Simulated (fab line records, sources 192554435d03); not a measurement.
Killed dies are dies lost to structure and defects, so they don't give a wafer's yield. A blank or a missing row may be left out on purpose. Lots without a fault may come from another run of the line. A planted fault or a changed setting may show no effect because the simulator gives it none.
fab line records | flow n5_finfet
record lots=11 wafers=33 last_day=17
route steps=1938 shown SDB@369 DUMMY_REMOVAL@382 HKMG_FIN@399 PASSIVATION@1936
lots that met no fault: from a run of the same line without faults
start_h: hours from the record's first day to the start of the lot's first wafer shown | wait_h: hours since the lot's step before | " the same as in the row above | L1.1+2: a row that stands for several wafers | - no value, or no start given | * or withheld: withheld | < > ~ a bound
route shown NAME@n: a module of which the file shows steps, and the number in the route of the first | usual: mean/standard deviation of fault-free wafers | same: alike in all rows | chamber/n: place in a boat | sites: the reading at each site | _std_site: their standard deviation | _edge_site: outer sites' mean less inner sites' | radius_mm: how far each site lies from the wafer's centre | mask NAME#n: copy n | behind: the tool/chamber that last shaped the wafer | hold: why the lot was held/for how many hours/how that ended | device: the transistor (n, p or np) that didn't switch | end of line: the same wafers' tests at the end of the route | a step without rows: its recipe alone | killed: dies lost to structure and defects at the first sort, not the wafer's yield | map: a wafer's dies, x killed, . not, _ none there
set.NAME: the setting as run; set.NAME@STEP: as run at that earlier step | model.NAME: the simulator's own value behind a step, which no gauge read
steps of the route over a sample of lots; a table a step, a row a wafer
services: from which hour (start_h, from the record's first day; less than 0 if before it) a tool's chamber was out of use, for how many hours, and why
## steps
# step N5_SDB_CUT_ETCH_26
# recipe chemistry=HBr/Cl2/O2 target=Si target_depth_a=1296 bt_time_s=20 mask_material=SiNx time_s=51.8 ion_energy_ev=* bias_w=* pressure_mtorr=10 icp_w=800 HBr_flow_sccm=150 Cl2_flow_sccm=80 O2_flow_sccm=12
# usual HBr_flow_sccm=150.0/0.46 chamber_pressure_mTorr=9.999/0.0096 drypump_motor_current_A=5.8/0.31 oes_product_au=0.999/0.018 throttle_valve_pct=37.13/0.29
# columns lot.wafer tool chamber start_h wait_h HBr_flow_sccm chamber_pressure_mTorr drypump_motor_current_A oes_product_au rf_hours_counter_h throttle_valve_pct
L724.1 rie_si-02 2 66.33 0.1 149.9 10.012 5.8 0.996 121 37.11
L724.2 " 3 " " 150.4 10.006 5.6 0.985 78 36.94
L724.3 " 0 " " 149.5 10.008 6.0 0.974 84 37.02
L725.2 rie_si-02 3 73.13 0.1 149.9 9.993 5.6 0.986 79 36.94
L725.5 " 2 " " 150.1 9.993 5.9 0.993 - 37.11
L725.6 " 1 " " 149.6 10.000 5.2 0.998 - 37.76
L726.3 rie_si-02 2 80.57 0.1 149.3 9.999 5.8 0.995 121 37.12
L726.4 " 1 " " 149.1 10.002 5.2 1.003 40 37.77
L726.5 " 3 " " 150.2 9.993 5.6 0.972 - 36.94
L728.2 rie_si-06 1 93.94 0.1 149.8 9.994 5.8 0.993 22 37.19
L728.3 " 2 " " 150.2 10.000 6.3 1.022 55 37.17
L728.4 " 2 " " 150.0 9.989 6.3 1.020 - 37.17
L731.2 rie_si-02 3 110.33 0.1 149.5 10.021 5.7 0.983 79 36.93
L731.5 " 1 " " 150.5 9.983 5.2 0.998 - 37.77
L731.6 " 0 " " 150.4 9.999 6.0 0.961 - 37.04
L732.1 rie_si-02 3 117.15 0.1 149.9 9.998 5.6 0.986 80 36.95
L732.4 " 0 " " 150.6 9.984 6.0 0.978 85 37.02
L732.5 " 2 " " 149.4 10.018 5.9 0.997 - 37.10
L733.1 rie_si-04 2 130.46 0.1 150.0 10.003 6.0 1.020 67 37.18
L733.4 " 0 " " 149.6 9.999 5.5 0.990 168 36.82
L733.6 " 3 " " 150.1 10.005 5.9 1.010 - 37.34
L739.1 rie_si-04 2 156.37 0.1 150.7 10.007 6.0 1.012 68 37.18
L739.2 " 3 " " 150.8 10.024 5.9 1.004 97 37.36
L739.4 " 1 " " 149.7 10.020 5.5 1.007 28 36.85
L742.2 rie_si-06 1 180.42 0.1 150.8 10.002 5.8 0.984 24 37.20
L742.3 " 2 " " 150.0 9.998 6.4 1.022 57 37.17
L742.4 " 0 " " 149.1 10.006 5.8 0.997 50 36.69
L743.4 rie_si-06 3 182.10 0.1 149.7 9.998 6.2 1.038 2 37.17
L743.5 " 1 " " 149.7 10.003 5.8 0.984 - 37.21
L743.6 " 0 " " 149.5 10.008 5.8 0.990 - 36.70
L747.1 rie_si-06 0 205.64 0.1 149.4 9.991 5.8 0.996 51 36.68
L747.3 " 2 " " 149.6 9.996 6.3 1.021 57 37.17
L747.5 " 0 " " 150.0 10.020 5.8 0.995 - 36.70
# step N5_SDB_CMP_30
# recipe stop_on=poly-Si t_overpolish_s=1.54 post_cmp_clean=alkaline_brush down_force_psi=4.1491 platen_rpm=51.796 pad_velocity_m_s=1.0306 target_thk_nm=30
# usual edge_zone_pressure_frac=1.000/0.0053 motor_current_A=11.8/1.1 overpolish_run_s=1.540/0.0091 time_to_endpoint_s=16.8/2.2
# same t_overpolish_s=1.54
# columns lot.wafer tool chamber start_h wait_h edge_zone_pressure_frac motor_current_A overpolish_run_s time_to_endpoint_s
L724.3 cmp-04 1 69.25 1.4 1.007 11.6 1.546 19.4
L724.1 " 2 " " 0.998 12.7 1.537 17.0
L724.2 " 0 " " 0.998 12.1 1.544 22.6
L725.2 cmp-01 0 76.17 1.4 1.006 10.0 1.545 18.7
L725.5 " 3 " " 0.994 11.0 1.536 19.2
L725.6 " 0 " " 1.001 10.0 1.541 19.8
L726.3 cmp-01 3 83.50 1.4 0.998 11.3 1.535 18.5
L726.4 " 0 " " 0.990 10.1 1.547 17.0
L726.5 " 3 " " 0.995 12.1 1.549 17.5
L728.4 cmp-04 0 96.86 1.4 0.996 11.5 1.530 19.2
L728.2 " 2 " " 1.004 13.0 1.539 17.8
L728.3 " 3 " " 0.996 13.5 1.533 21.4
L731.2 cmp-03 3 113.25 1.4 0.998 11.1 1.538 11.9
L731.5 " 3 " " 0.996 11.0 1.542 9.8
L731.6 " 0 " " 1.005 12.1 1.533 15.1
L732.4 cmp-03 3 120.14 1.5 0.998 11.0 1.553 14.9
L732.1 " 0 " " 1.001 12.4 1.541 16.5
L732.5 " 1 " " 1.010 13.2 1.554 13.5
L733.4 cmp-01 2 133.41 1.4 1.005 12.5 1.540 17.1
L733.1 " 3 " " 0.994 10.9 1.545 15.4
L733.6 " 2 " " 1.001 13.0 1.546 17.3
L739.2 cmp-01 2 159.73 1.4 1.007 13.7 1.554 16.5
L739.1 " 0 " " 1.000 10.1 1.529 14.1
L739.4 " 1 " " 0.999 13.5 1.557 17.1
L742.2 cmp-03 3 183.38 1.4 1.003 11.3 1.533 13.3
L742.4 " 0 " " 1.010 12.3 1.542 16.4
L742.3 " 1 " " 1.004 13.0 1.546 16.6
L743.4 cmp-03 2 185.19 1.5 0.994 11.6 1.530 18.7
L743.5 " 0 " " 1.002 12.4 1.538 17.4
L743.6 " 1 " " 1.001 12.1 1.548 14.7
L747.3 cmp-03 2 208.56 1.4 0.994 11.2 1.540 17.7
L747.1 " 3 " " 1.007 10.9 1.516 16.2
L747.5 " 2 " " 0.997 11.0 1.531 19.7
# step N5_DUMMY_REMOVAL_PRECLEAN_08
# recipe chemistry=NF3:NH3 afs_cycles=2 temp_c=30 time_s=20 sublimation_temp_c=180 sublimation_time_s=60 pressure_torr=3 rf_power_w=30
# usual afs_cycles=2/0 pressure_torr=3.001/0.0061
# columns lot.wafer tool chamber start_h wait_h afs_cycles pressure_torr
L724.1 remote_plasma-02 0 69.87 0.0 2 2.995
L724.2 " 0 " " 2 3.007
L724.3 " 0 " " 2 3.017
L725.2 remote_plasma-01 1 76.75 0.1 2 2.992
L725.5 " 1 " " 2 3.004
L725.6 " 1 " " 2 2.999
L726.3 remote_plasma-01 0 84.20 0.1 2 2.995
L726.4 " 0 " " 2 2.988
L726.5 " 0 " " 2 2.982
L728.2 remote_plasma-02 0 97.48 0.1 2 2.996
L728.3 " 0 " " 2 2.995
L728.4 " 0 " " 2 3.008
L731.2 remote_plasma-02 0 113.87 0.1 - -
L731.5 " 0 " " - -
L731.6 " 0 " " - -
L732.1 remote_plasma-02 0 120.65 0.0 - -
L732.4 " 0 " " - -
L732.5 " 0 " " - -
L733.1 remote_plasma-01 0 133.96 0.0 - -
L733.4 " 0 " " - -
L733.6 " 0 " " - -
L739.1 remote_plasma-02 0 160.32 0.0 2 2.998
L739.2 " 0 " " 2 3.003
L739.4 " 0 " " 2 3.000
L742.2 remote_plasma-02 0 183.95 0.1 2 3.000
L742.3 " 0 " " 2 2.991
L742.4 " 0 " " 2 2.996
L743.4 remote_plasma-02 1 185.79 0.1 2 3.004
L743.5 " 1 " " 2 3.011
L743.6 " 1 " " 2 3.001
L747.1 remote_plasma-01 1 209.27 0.0 2 3.005
L747.3 " 1 " " 2 3.004
L747.5 " 1 " " 2 3.007
# step N5_HKMG_FIN_OVL_MEAS_50
# recipe points_per_wafer=44
# usual NDIPOLE_OVL=0.1/0.75
# columns lot.wafer tool chamber start_h wait_h NDIPOLE_OVL[nm]
L724.1 overlay-02 0 71.16 0.0 0.8
L724.2 " 0 " " 0.5
L724.3 " 0 " " 0.2
L725.2 overlay-01 0 77.91 0.0 1.1
L725.5 " 0 " " 1.1
L725.6 " 0 " " 1.6
L726.3 overlay-01 0 85.74 0.0 -0.3
L726.4 " 0 " " 0.7
L726.5 " 0 " " 0.5
L728.2 overlay-01 0 98.74 0.0 -0.7
L728.3 " 0 " " -0.2
L728.4 " 0 " " -0.6
L731.2 overlay-02 0 115.03 0.0 0.2
L731.5 " 0 " " 0.7
L731.6 " 0 " " 0.2
L732.1 overlay-01 0 122.09 0.0 -0.7
L732.4 " 0 " " -0.9
L732.5 " 0 " " 0.8
L733.1 overlay-02 0 135.26 0.0 -0.4
L733.4 " 0 " " 0.3
L733.6 " 0 " " 0.3
L739.1 overlay-02 0 161.73 0.0 1.2
L739.2 " 0 " " 0.1
L739.4 " 0 " " 1.7
L742.2 overlay-02 0 185.27 0.0 -0.4
L742.3 " 0 " " 0.2
L742.4 " 0 " " -0.6
L743.4 overlay-02 0 187.04 0.1 0.5
L743.5 " 0 " " 0.6
L743.6 " 0 " " 1.0
L747.1 overlay-01 0 210.62 0.0 1.0
L747.3 " 0 " " 0.4
L747.5 " 0 " " 0.2
# step N5_PASSIVATION_PROBE_49
# usual defect_limited_yield=91.4/1.5 killed_at_M0_to_M3=32/9.8 killed_at_M4_up=15/5.6 killed_at_contacts=12/5.4 killed_at_front_end=40/13 killed_at_other=3.0/2.1 killed_dies=102/17 killed_open=67/13 killed_short=32/7.1 sort_bin_5_function=5.1/0.96 sort_bin_6_memory=3.2/0.7 sort_bin_8_speed=0.0/0.3 sort_n_pass=1078/18 sort_yield_pct=91.3/1.5
# same gross_dies=1180 killed_at_back_side=0 sort_bin_4_leakage[%]=0
# columns lot.wafer tool chamber start_h wait_h defect_limited_yield[%] killed_at_M0_to_M3 killed_at_M4_up killed_at_contacts killed_at_front_end killed_at_other killed_dies killed_open killed_short sort_bin_5_function[%] sort_bin_6_memory[%] sort_bin_8_speed[%] sort_n_pass sort_yield_pct[%]
L724.1 prober-01 - 287.99 0.0 90.8 36 11 15 44 3 109 78 27 6.1 3.1 0 1071 90.8
L724.2 prober-01 - 288.04 0.1 92.1 17 28 15 32 1 93 66 26 5.0 2.5 0 1087 92.1
L724.3 prober-01 - 288.09 0.1 92.0 32 9 20 31 2 94 59 34 5.5 2.0 0 1086 92.0
L728.2 prober-01 - 312.35 0.1 92.5 30 23 6 29 1 89 58 30 5.0 2.4 0 1091 92.5
L728.3 prober-01 - 312.40 0.1 92.9 21 25 8 28 2 84 53 25 4.8 2.3 0 1096 92.9
L728.4 prober-01 - 312.45 0.2 93.2 23 17 3 37 0 80 55 18 3.4 3.0 0 1100 93.2
L731.2 prober-01 - 315.29 0.1 92.5 17 25 14 30 3 89 53 27 4.2 2.5 92.5 0 0
L731.5 prober-01 - 315.44 0.2 92.4 22 25 6 34 3 90 57 24 4.7 2.2 92.4 0 0
L731.6 prober-01 - 315.49 0.3 93.0 32 14 5 30 2 83 52 28 4.5 2.3 93.0 0 0
L732.1 prober-02 - 322.25 0.0 93.2 23 8 7 38 4 80 56 23 4.2 2.4 93.2 0 0
L732.4 prober-02 - 322.40 0.2 92.7 28 15 6 36 1 86 52 33 4.2 3.0 92.7 0 0
L732.5 prober-02 - 322.45 0.2 93.6 26 10 9 25 6 76 42 32 4.7 1.4 93.6 0 0
L733.1 prober-01 - 331.80 0.0 91.1 26 25 10 42 2 105 74 31 4.2 4.3 91.1 0 0
L733.4 prober-01 - 331.95 0.2 89.8 21 16 15 62 6 120 79 36 5.4 4.0 89.8 0 0
L733.6 prober-01 - 332.05 0.3 90.8 23 23 5 49 8 108 75 30 5.3 3.5 90.8 0 0
L742.2 prober-01 - 370.30 0.1 90.8 26 9 11 56 6 108 57 50 5.7 3.3 0 1072 90.8
L742.3 prober-01 - 370.35 0.1 91.3 40 6 20 33 4 103 70 28 5.1 3.5 0 1077 91.3
L742.4 prober-01 - 370.40 0.2 91.7 28 15 7 42 6 98 63 26 5.3 2.5 0 1082 91.7
# killed by level:class
L724.1 STI_FIN_REVEAL:geometric_particle:open=14 MOL_CONTACT_COAG:geometric_particle:open=13 BEOL_M0_SAQP:geometric_particle:open=12 FIN_SAQP:geometric_particle:open=9 BEOL_M0_SAQP:geometric_particle:short=7 BEOL_M2:geometric_particle:open=5 BEOL_M3:geometric_particle:open=5 ILD0:geometric_particle:open=4
L724.2 BEOL_M4:geometric_particle:open=20 MOL_CONTACT_COAG:geometric_particle:open=12 STI_FIN_REVEAL:geometric_particle:open=10 BEOL_M0_SAQP:geometric_particle:short=5 STARTING-WAFER:geometric_particle:open=5 GATE_CUT:geometric_particle:open=3 MOL_CONTACT_COAG:geometric_particle:short=3 BEOL_M1:geometric_particle:open=3
L724.3 MOL_CONTACT_COAG:geometric_particle:open=11 BEOL_M0_SAQP:geometric_particle:open=11 STI_FIN_REVEAL:geometric_particle:open=8 BEOL_M0_SAQP:geometric_particle:short=8 MOL_CONTACT_COAG:geometric_particle:short=8 GATE_CUT:geometric_particle:short=7 BEOL_M3:geometric_particle:open=6 FIN_SAQP:geometric_particle:open=3
L728.2 BEOL_M4:geometric_particle:open=16 BEOL_M3:geometric_particle:open=9 BEOL_M1:geometric_particle:open=7 STARTING-WAFER:geometric_particle:short=6 STI_FIN_REVEAL:geometric_particle:open=5 MOL_CONTACT_COAG:geometric_particle:open=5 BEOL_M0_SAQP:geometric_particle:short=5 BEOL_M4:geometric_particle:short=5
L728.3 BEOL_M4:geometric_particle:open=13 MOL_CONTACT_COAG:geometric_particle:open=8 GATE_CUT:geometric_particle:short=6 BEOL_M0_SAQP:geometric_particle:open=6 FIN_CUT:geometric_particle:short=4 GATE_CUT:geometric_particle:open=4 BEOL_M0_SAQP:geometric_particle:short=4 BEOL_M1:geometric_particle:open=3
L728.4 BEOL_M4:geometric_particle:open=9 BEOL_M3:geometric_particle:open=6 BEOL_M2:geometric_particle:open=5 FIN_SAQP:geometric_particle:open=4 FIN_CUT:geometric_particle:open=4 STI_FIN_REVEAL:geometric_particle:open=4 HKMG_FIN:area_etch=4 FIN_SAQP:geometric_particle:short=3
L731.2 BEOL_M4:geometric_particle:open=12 MOL_CONTACT_COAG:geometric_particle:open=9 MOL_CONTACT_COAG:geometric_particle:short=5 BEOL_M1:geometric_particle:open=5 HKMG_FIN:area_etch=5 FIN_SAQP:geometric_particle:open=4 FIN_SAQP:geometric_particle:short=4 BEOL_M2:geometric_particle:open=4
L731.5 BEOL_M4:geometric_particle:open=10 BEOL_M1:geometric_particle:open=7 DUMMY_GATE:geometric_particle:open=6 HKMG_FIN:area_etch=6 MOL_CONTACT_COAG:geometric_particle:open=4 BEOL_M0_SAQP:geometric_particle:open=4 BEOL_M2:geometric_particle:open=4 STARTING-WAFER:geometric_particle:short=4
L731.6 BEOL_M2:geometric_particle:open=11 DUMMY_GATE:geometric_particle:open=8 BEOL_M0_SAQP:geometric_particle:short=5 BEOL_M0_SAQP:geometric_particle:open=5 BEOL_M1:geometric_particle:open=5 BEOL_M4:geometric_particle:open=5 DUMMY_GATE:geometric_particle:short=4 GATE_CUT:geometric_particle:short=3
L732.1 STI_FIN_REVEAL:geometric_particle:open=13 BEOL_M0_SAQP:geometric_particle:short=6 BEOL_M1:geometric_particle:open=6 MOL_CONTACT_COAG:geometric_particle:open=5 BEOL_M0_SAQP:geometric_particle:open=5 GATE_CUT:geometric_particle:short=4 FIN_SAQP:geometric_particle:open=3 GATE_CUT:geometric_particle:open=3
L732.4 GATE_CUT:geometric_particle:short=9 GATE_CUT:geometric_particle:open=7 BEOL_M2:geometric_particle:open=7 BEOL_M0_SAQP:geometric_particle:open=6 BEOL_M0_SAQP:geometric_particle:short=5 BEOL_M4:geometric_particle:open=5 FIN_SAQP:geometric_particle:short=4 DUMMY_GATE:geometric_particle:open=4
L732.5 MOL_CONTACT_COAG:geometric_particle:open=6 BEOL_M0_SAQP:geometric_particle:open=5 STARTING-WAFER:geometric_particle:short=5 FIN_SAQP:geometric_particle:short=4 BEOL_M0_SAQP:geometric_particle:short=4 BEOL_M1:geometric_particle:open=4 BEOL_M1:geometric_particle:short=4 BEOL_M4:geometric_particle:open=4
L733.1 BEOL_M4:geometric_particle:open=12 FIN_SAQP:geometric_particle:open=9 STI_FIN_REVEAL:geometric_particle:open=9 FIN_SAQP:geometric_particle:short=6 MOL_CONTACT_COAG:geometric_particle:open=6 BEOL_M2:geometric_particle:open=5 MOL_CONTACT_COAG:geometric_particle:short=4 BEOL_M0_SAQP:geometric_particle:open=4
L733.4 STI_FIN_REVEAL:geometric_particle:open=20 MOL_CONTACT_COAG:geometric_particle:open=13 BEOL_M0_SAQP:geometric_particle:open=8 FIN_SAQP:geometric_particle:open=7 FIN_SAQP:geometric_particle:short=6 GATE_CUT:geometric_particle:short=6 GATE_CUT:geometric_particle:open=5 HKMG_FIN:area_etch=5
L733.6 STI_FIN_REVEAL:geometric_particle:open=10 BEOL_M4:geometric_particle:open=9 FIN_SAQP:geometric_particle:open=8 FIN_SAQP:geometric_particle:short=7 BEOL_M0_SAQP:geometric_particle:open=7 GATE_CUT:geometric_particle:open=6 MOL_CONTACT_COAG:geometric_particle:open=5 BEOL_M7:geometric_particle:open=5
L742.2 FIN_SAQP:geometric_particle:short=18 FIN_SAQP:geometric_particle:open=15 BEOL_M1:geometric_particle:open=11 MOL_CONTACT_COAG:geometric_particle:open=7 STI_FIN_REVEAL:geometric_particle:open=5 MOL_CONTACT_COAG:geometric_particle:short=4 STARTING-WAFER:geometric_particle:short=4 GATE_CUT:geometric_particle:short=3
L742.3 MOL_CONTACT_COAG:geometric_particle:open=20 BEOL_M2:geometric_particle:open=17 BEOL_M3:geometric_particle:open=6 FIN_SAQP:geometric_particle:short=5 STI_FIN_REVEAL:geometric_particle:open=5 FIN_SAQP:geometric_particle:open=4 STARTING-WAFER:geometric_particle:short=4 BEOL_M1:geometric_particle:open=4
L742.4 STI_FIN_REVEAL:geometric_particle:open=11 BEOL_M2:geometric_particle:open=8 BEOL_M0_SAQP:geometric_particle:open=7 MOL_CONTACT_COAG:geometric_particle:open=6 FIN_SAQP:geometric_particle:open=5 BEOL_M0_SAQP:geometric_particle:short=5 DUMMY_GATE:geometric_particle:open=5 HKMG_FIN:area_etch=5
## services
# columns tool chamber start_h hours kind
cmp-04 - 45.70 - consumable_replace:conditioner
cmp-04 - 45.70 - consumable_replace:pad
cmp-04 - 60.07 1.3 repair
rie_si-02 1 60.39 3.9 repair
rie_si-06 3 79.62 - clean
rie_si-06 3 79.62 18.7 scheduled_down
rie_si-06 3 79.62 18.7 vent_cycle
cmp-04 - 97.58 0.8 repair
cmp-01 - 100.42 13.8 pm
cmp-01 - 121.61 1.0 repair
cmp-04 - 128.05 1.6 repair
rie_si-02 - 131.47 0.4 repair
cmp-01 - 147.65 1.7 repair
rie_si-04 2 157.17 3.0 repair
cmp-03 - 158.52 0.8 repair
cmp-03 - 165.89 4.2 repair
cmp-04 - 168.60 0.6 repair
cmp-04 - 176.36 1.2 repair
rie_si-02 1 178.55 1.8 repair
cmp-01 - 180.66 6.0 pm
## key
first_sign step=N5_DUMMY_REMOVAL_PRECLEAN_08 reading=tool_record direction=missing
effect step=N5_PASSIVATION_PROBE_49 reading=sort_bin_8_speed direction=up sigmas=99+ usual=0.0 struck=92.1
met_at N5_DUMMY_REMOVAL_PRECLEAN_08
struck_lots L731,L732,L733
not_acting_at N5_SDB_CUT_ETCH_26,N5_SDB_CMP_30,N5_HKMG_FIN_OVL_MEAS_50
onset_between 97.48 113.87
fault kind=skipped_step_whole tool=remote_plasma-01,remote_plasma-02 chamber=- onset_h=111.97 steps=N5_DUMMY_REMOVAL_PRECLEAN_08 scope=struck_lots_only
